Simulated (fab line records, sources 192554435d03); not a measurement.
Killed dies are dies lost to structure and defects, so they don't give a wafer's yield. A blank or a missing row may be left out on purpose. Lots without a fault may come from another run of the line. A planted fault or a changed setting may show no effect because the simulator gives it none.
fab line records | flow n5_finfet
record lots=4 wafers=10 last_day=18
route steps=1938 shown MOL_CONTACT_COAG@551 BEOL_M4@1111
lots that met no fault: from a run of the same line without faults
start_h: hours from the record's first day to the start of the lot's first wafer shown | wait_h: hours since the lot's step before | " the same as in the row above | L1.1+2: a row that stands for several wafers | - no value, or no start given | * or withheld: withheld | < > ~ a bound
route shown NAME@n: a module of which the file shows steps, and the number in the route of the first | usual: mean/standard deviation of fault-free wafers | same: alike in all rows | chamber/n: place in a boat | sites: the reading at each site | _std_site: their standard deviation | _edge_site: outer sites' mean less inner sites' | radius_mm: how far each site lies from the wafer's centre | mask NAME#n: copy n | behind: the tool/chamber that last shaped the wafer | hold: why the lot was held/for how many hours/how that ended | device: the transistor (n, p or np) that didn't switch | end of line: the same wafers' tests at the end of the route | a step without rows: its recipe alone | killed: dies lost to structure and defects at the first sort, not the wafer's yield | map: a wafer's dies, x killed, . not, _ none there
set.NAME: the setting as run; set.NAME@STEP: as run at that earlier step | model.NAME: the simulator's own value behind a step, which no gauge read
lots at some steps of the route; a table a step, a row a wafer
services: from which hour (start_h, from the record's first day; less than 0 if before it) a tool's chamber was out of use, for how many hours, and why
## steps
# step N5_MOL_CONTACT_COAG_SPUTTER_130
# recipe material=Co target_thk_a=475 temp_c=25 chamber_pressure_pa=0.5 power_w=3000
# step N5_MOL_CONTACT_COAG_PRECLEAN_125
# recipe chemistry=DIW time_s=57.5 temp_c=23
# step N5_MOL_CONTACT_COAG_SRD_126
# recipe dry_time_s=32 dry=n2_spin spin_rpm=1500
# step N5_MOL_CONTACT_COAG_CMP_23
# recipe stop_on=SiO2 t_overpolish_s=1.5 post_cmp_clean=cu_alkaline down_force_psi=2 platen_rpm=50.289 pad_velocity_m_s=1.0006 target_thk_nm=0
# step N5_MOL_CONTACT_COAG_WET_ETCH_26
# recipe target=Co target_depth_nm=13
# step N5_MOL_CONTACT_COAG_WET_ETCH_116
# recipe chemistry=SC1-inhibited target_depth_nm=4.6 dry=ipa_marangoni rinse_time_s=30 rinse_temp_c=23
# step N5_MOL_CONTACT_COAG_ALD_27
# recipe material=SiOC target_thk_a=170 temp_c=400 ald_precursor_family=carbosiloxane ald_co_reactant=H2-plasma pulse_time_s=1.5 time_s=2720 purge_time_s=2 co_reactant_purge_time_s=2 ald_cycles=340 pressure_torr=2
# step N5_MOL_CONTACT_COAG_CMP_28
# recipe stop_on=SiNx t_overpolish_s=0.85 post_cmp_clean=alkaline_brush down_force_psi=4.15 platen_rpm=51.8 pad_velocity_m_s=1.0307 target_thk_nm=14.522
# step N5_MOL_CONTACT_COAG_ALD_123
# recipe material=SiNx target_thk_a=50 temp_c=400 ald_precursor_family=SiH2I2 ald_co_reactant=N2/H2-plasma pulse_time_s=1 purge_time_s=2 co_reactant_purge_time_s=2 ald_cycles=100 pressure_torr=2
# step N5_MOL_CONTACT_COAG_PECVD_31
# recipe material=SiO2 target_thk_a=460 temp_c=400 precursor=TEOS/O2 pressure_torr=6.5 rf_w=withheld teos_flow_sccm=withheld gas=O2 flow_sccm=2650 time_s=8.9
# columns lot.wafer tool chamber start_h wait_h model.SiO2_of_MOL_CONTACT_COAG_PECVD_31.thk_nm
L912.1 pecvd-04 1 125.30 0.3 45.6
L912.3 " 0 " " 45.8
L912.4 " 0 " " 47.2
L921.1 pecvd-04 2 187.98 0.3 44.6
L921.4 " 1 " " 20
L922.3 pecvd-04 1 191.42 0.3 19.6
L922.4 " 2 " " 18.6
L930.2 pecvd-03 0 243.08 0.3 44.8
L930.3 " 2 " " 44
L930.4 " 0 " " 45.4
# step N5_MOL_CONTACT_COAG_COAT_75
# recipe resist=SOC temp_c=250 time_s=60 spin_rpm=1500 resist_thk_nm=60
# step N5_MOL_CONTACT_COAG_COAT_76
# recipe resist=SiARC temp_c=220 time_s=60 spin_rpm=1500 resist_thk_nm=10
# step N5_MOL_CONTACT_COAG_COAT_77
# recipe resist=underlayer temp_c=205 time_s=60 spin_rpm=1500 resist_thk_nm=10
# step N5_MOL_CONTACT_COAG_COAT_78
# recipe resist=CAR-EUV spin_rpm=1500 resist_thk_nm=40
# step N5_MOL_CONTACT_COAG_EBR_80
# recipe solvent=PGMEA ebr_width_mm=1.5
# step N5_MOL_CONTACT_COAG_SOFTBAKE_79
# recipe temp_c=110 time_s=60 resist=CAR-EUV
# step N5_MOL_CONTACT_COAG_EXPOSE_81
# recipe mask_id=VG na=0.33 source_shape=annular sigma_inner=0.3 sigma_outer=0.7 polarization=unpolarized defocus_nm=0 dose_mj=59.5
# step N5_MOL_CONTACT_COAG_PEB_82
# recipe peb_temp_c=100 peb_time_s=60 resist=CAR-EUV
# step N5_MOL_CONTACT_COAG_DEVELOP_83
# recipe develop_time_s=30 developer=TMAH resist=CAR-EUV rinse_liquid=surfactant_rinse dry=air_spin dev_temp_c=23
# step N5_MOL_CONTACT_COAG_DESCUM_88
# recipe chemistry=O2 time_s=7 source_power_w=50 bias_power_w=20 pressure_mtorr=20 rf_frequency_hz=2.712e+07 temp_c=40 resist=CAR-EUV o2_flow_sccm=225
# step N5_MOL_CONTACT_COAG_ETCH_89
# recipe chemistry=N2/H2 target=underlayer target_depth_a=130 mask_material=CAR-EUV time_s=10.4 ion_energy_ev=200 pressure_mtorr=30 source_w=840 bias_w=150 n2_flow_sccm=200 h2_flow_sccm=200 ends=cleared
# step N5_MOL_CONTACT_COAG_ETCH_90
# recipe chemistry=CF4 target=SiARC target_depth_a=130 mask_material=CAR-EUV time_s=21.7 ion_energy_ev=80 pressure_mtorr=40 source_w=545 bias_w=36 Ar_flow_sccm=100 cf4_flow_sccm=100 ends=cleared
# step N5_MOL_CONTACT_COAG_ALD_131
# recipe material=SiO2 target_thk_a=50 temp_c=100 ald_precursor_family=BDEAS ald_co_reactant=O2-plasma pulse_time_s=1 co_reactant_pulse_time_s=1 purge_time_s=2 co_reactant_purge_time_s=2 ald_cycles=35 pressure_torr=2
# step N5_MOL_CONTACT_COAG_ETCHBACK_132
# recipe chemistry=CHF3 target=SiO2 target_depth_a=100 time_s=6.7 ion_energy_ev=200 pressure_mtorr=30 source_w=610 bias_w=170 Ar_flow_sccm=200 CHF3_flow_sccm=50
# step N5_MOL_CONTACT_COAG_ETCH_91
# recipe chemistry=N2/H2 target=SOC target_depth_a=600 overetch_a=210 mask_material=SiARC temp_c=40 time_s=101.2 ion_energy_ev=200 pressure_mtorr=30 source_w=840 bias_w=150 n2_flow_sccm=200 h2_flow_sccm=200
# step N5_MOL_CONTACT_COAG_STRIP_92
# recipe chemistry=N2/H2 temp_c=40 n2_flow_sccm=200 h2_flow_sccm=200 rf_frequency_hz=6e+07
# step N5_MOL_CONTACT_COAG_STRIP_93
# recipe chemistry=N2/H2 temp_c=40 n2_flow_sccm=200 h2_flow_sccm=200 rf_frequency_hz=6e+07
# step N5_MOL_CONTACT_COAG_ETCHBACK_135
# recipe chemistry=CHF3 target=SiO2 target_depth_a=250 time_s=16.7 ion_energy_ev=200 pressure_mtorr=30 source_w=610 bias_w=170 Ar_flow_sccm=200 CHF3_flow_sccm=50
# step N5_MOL_CONTACT_COAG_STRIP_118
# recipe chemistry=CHF3 resist=SiARC rf_frequency_hz=6e+07
# step N5_MOL_CONTACT_COAG_VIA_ETCH_46
# recipe chemistry=C4F6/O2 target_depth_a=460 overetch_a=92 mask_material=SOC target=SiO2 bias_w=455 pressure_mtorr=10 time_s=40 source_w=325 Ar_flow_sccm=300 C4F6_flow_sccm=10 O2_flow_sccm=10 ion_energy_ev=575.3 ends=end_point
# usual drypump_motor_current_A=5.7/0.54 oes_product_au=0.73/0.091 rf_fwd_power_W=323.0/1.1 rf_vpp_V=1572/28 showerhead_plenum_p_Torr=2.82/0.088 throttle_valve_pct=40.9/0.32
# columns lot.wafer tool chamber start_h wait_h drypump_motor_current_A oes_product_au rf_fwd_power_W rf_hours_counter_h rf_vpp_V showerhead_plenum_p_Torr throttle_valve_pct model.etch.depth_nm
L912.1 rie_diel-06 0 127.11 0.0 5.6 0.62 323.9 249 1508 2.68 41.3 45.56
L912.3 " 1 " " 4.9 0.73 322.8 103 1618 2.87 40.9 45.82
L912.4 " 0 " " 5.5 0.63 322.9 - 1508 2.68 41.4 47.23
L921.1 rie_diel-06 3 189.33 0.0 5.3 0.80 321.6 20 1570 2.79 40.6 44.63
L921.4 " 1 " " 4.9 0.48 321.4 126 1616 2.86 40.7 20.08
L922.3 rie_diel-01 3 192.48 0.0 6.1 0.54 322.0 21 1568 2.80 40.8 19.59
L922.4 " 1 " " 6.7 0.55 322.6 10 1566 2.78 40.7 18.6
L930.2 rie_diel-02 2 244.03 0.0 5.4 0.79 322.2 32 1596 3.01 40.8 44.84
L930.3 " 3 " " 6.5 0.59 323.9 234 1559 2.68 40.4 44.06
L930.4 " 2 " " 5.5 0.80 324.8 - 1595 3.01 40.9 45.49
# step N5_MOL_CONTACT_COAG_STRIP_96
# recipe chemistry=N2/H2 power_w=500 temp_c=40 pressure_mtorr=50 rf_frequency_hz=6e+07 overash_fraction=0.3 bias_power_w=28 h2_frac=0.5 n2_flow_sccm=300 h2_flow_sccm=300
# step N5_MOL_CONTACT_COAG_ETCH_47
# recipe chemistry=CH3F/O2 target=SiNx target_depth_a=270 mask_material=SiO2 stop_on=W over_etch_frac=0.2 ion_energy_ev=120 endpoint=OES-CN pressure_mtorr=30 source_w=395 bias_w=73 Ar_flow_sccm=150 CH3F_flow_sccm=30 O2_flow_sccm=20 ends=end_point
# step N5_MOL_CONTACT_COAG_STRIP_119
# recipe chemistry=N2/H2 time_s=30 power_w=1000 temp_c=250 pressure_mtorr=withheld n2_flow_sccm=1750 h2_flow_sccm=3250
# step N5_MOL_CONTACT_COAG_PRECLEAN_144
# recipe chemistry=alkaline_clean temp_c=60 time_s=60 do_ppb=50
# step N5_MOL_CONTACT_COAG_SRD_145
# recipe dry=ipa_marangoni time_s=30 temp_c=23 rinse_liquid=diw
# step N5_MOL_CONTACT_COAG_CMP_52
# recipe stop_on=SiO2 t_overpolish_s=1.5 post_cmp_clean=w_dilute_nh4oh down_force_psi=4 platen_rpm=50.289 pad_velocity_m_s=1.0006 target_thk_nm=66.5
# usual motor_current_A=11.9/1.1
# columns lot.wafer tool chamber start_h wait_h motor_current_A model.SiO2_of_MOL_CONTACT_COAG_PECVD_31.thk_nm
L912.4 cmp-03 3 129.65 0.0 11.9 45.2
L912.3 " 0 " " 9.9 43.8
L912.1 " 2 " " 14.1 43.6
L921.1 cmp-04 2 192.33 0.1 11.8 42.6
L921.4 " 3 " " 12.3 18
L922.4 cmp-01 1 195.31 0.1 10.6 16.6
L922.3 " 2 " " 12.3 17.6
L930.2 cmp-03 1 246.11 0.0 11.4 42.8
L930.4 " 2 " " 12.7 43.4
L930.3 " 3 " " 12.0 42
# step N5_MOL_CONTACT_COAG_THK_MEAS_53
# recipe reads=SiO2_of_MOL_CONTACT_COAG_PECVD_31
# usual VIA_MOL_THK=43.8/0.77
# columns lot.wafer tool chamber start_h wait_h VIA_MOL_THK[nm]
L912.1 film_metro-02 - 129.94 - 43.5
L912.3 " - " " 43.7
L912.4 " - " " 45.3
L921.1 film_metro-02 - 192.58 - 42.5
L921.4 " - " " 18.0
L922.3 film_metro-02 - 195.57 - 17.5
L922.4 " - " " 16.6
L930.2 film_metro-01 - 246.41 - 42.8
L930.3 " - " " 42.0
L930.4 " - " " 43.4
# step N5_BEOL_M4_RC_MEAS_101
# usual DIBL_N=36.2/1.6 DIBL_P=36.1/2 IOFF_N=0.16/0.032 IOFF_P=0.22/0.036 ION_N=672/11 ION_P=463/7.5 SS_N=71.4/0.58 SS_P=73.2/0.67 VT_N=250/3.3 VT_P=-250/3.3
# columns lot.wafer tool chamber start_h wait_h DIBL_N[mV/V] DIBL_P[mV/V] IOFF_N[nA/um] IOFF_P[nA/um] ION_N[uA/um] ION_P[uA/um] SS_N[mV/dec] SS_P[mV/dec] VT_N[mV] VT_P[mV]
L912.1 prober-01 0 200.38 0.0 40.1 39.0 0.25 0.27 700 474 72.1 73.9 242 -247
L912.3 " 0 " " 34.9 34.1 0.13 0.19 671 463 71.4 72.9 252 -253
L912.4 " 0 " " 34.5 33.0 0.13 0.18 664 456 71.1 72.2 251 -249
L922.3 prober-02 0 270.54 0.3 38.1 39.2 0.21 0.26 676 460 71.8 74.0 244 -247
L922.4 " 0 " " 38.1 38.5 0.19 0.26 684 460 72.0 73.7 248 -246
L921.1 prober-01 0 278.71 0.0 34.1 34.8 0.13 0.16 669 455 71.1 72.4 252 -256
L921.4 " 0 " " 35.7 36.7 0.16 0.18 675 458 72.0 73.6 247 -253
L930.2 prober-02 0 340.00 0.2 36.9 38.3 0.17 0.23 675 469 71.6 73.0 249 -251
L930.3 " 0 " " 34.1 34.9 0.12 0.19 668 464 71.0 72.4 254 -252
L930.4 " 0 " " 34.5 35.5 0.14 0.19 671 463 71.1 72.4 250 -250
## services
# columns tool chamber start_h hours kind
cmp-01 - 102.37 1.4 repair
rie_diel-01 - 105.62 2.8 pm
pecvd-04 1 107.70 5.5 scheduled_down
pecvd-04 - 116.67 4.2 repair
rie_diel-02 3 126.12 3.5 repair
cmp-04 - 142.39 1.4 repair
rie_diel-02 3 143.67 19.0 repair
cmp-04 - 143.81 4.8 pm
cmp-04 - 167.40 3.8 repair
cmp-03 - 172.74 4.8 pm
cmp-04 - 182.93 1.8 repair
cmp-03 - 183.59 6.1 repair
pecvd-04 0 185.10 15.7 repair
cmp-04 - 188.59 1.0 repair
cmp-04 - 197.14 0.6 repair
pecvd-03 - 200.41 0.4 repair
cmp-03 - 208.71 0.5 repair
cmp-01 - 209.41 4.0 pm
rie_diel-02 1 209.60 1.2 repair
rie_diel-06 2 212.80 6.6 repair
pecvd-03 0 214.70 6.0 repair
pecvd-04 - 229.60 7.4 repair
rie_diel-01 0 231.78 6.0 repair
cmp-04 - 235.74 4.0 pm
## key
first_sign step=N5_MOL_CONTACT_COAG_THK_MEAS_53 reading=VIA_MOL_THK direction=down sigmas=35 usual=43.8 struck=17.4
effect none on later readings
model_effect step=N5_MOL_CONTACT_COAG_PECVD_31 value=SiO2_of_MOL_CONTACT_COAG_PECVD_31.thk_nm without=45.6 struck=19.4
model_effect step=N5_MOL_CONTACT_COAG_VIA_ETCH_46 value=etch.depth_nm without=45.56 struck=19.42
model_effect step=N5_MOL_CONTACT_COAG_CMP_52 value=SiO2_of_MOL_CONTACT_COAG_PECVD_31.thk_nm without=43.53 struck=17.4
met_at N5_MOL_CONTACT_COAG_PECVD_31
struck_wafers L921.4,L922.3,L922.4
onset_between 125.30 187.98
fault kind=process_parameter_drift tool=pecvd-04 chamber=- onset_h=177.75 steps=N5_MOL_CONTACT_COAG_PECVD_31 channel=time_s offset=* shape=step end_h=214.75 scope=struck_wafers_only acts_in=* stated=*
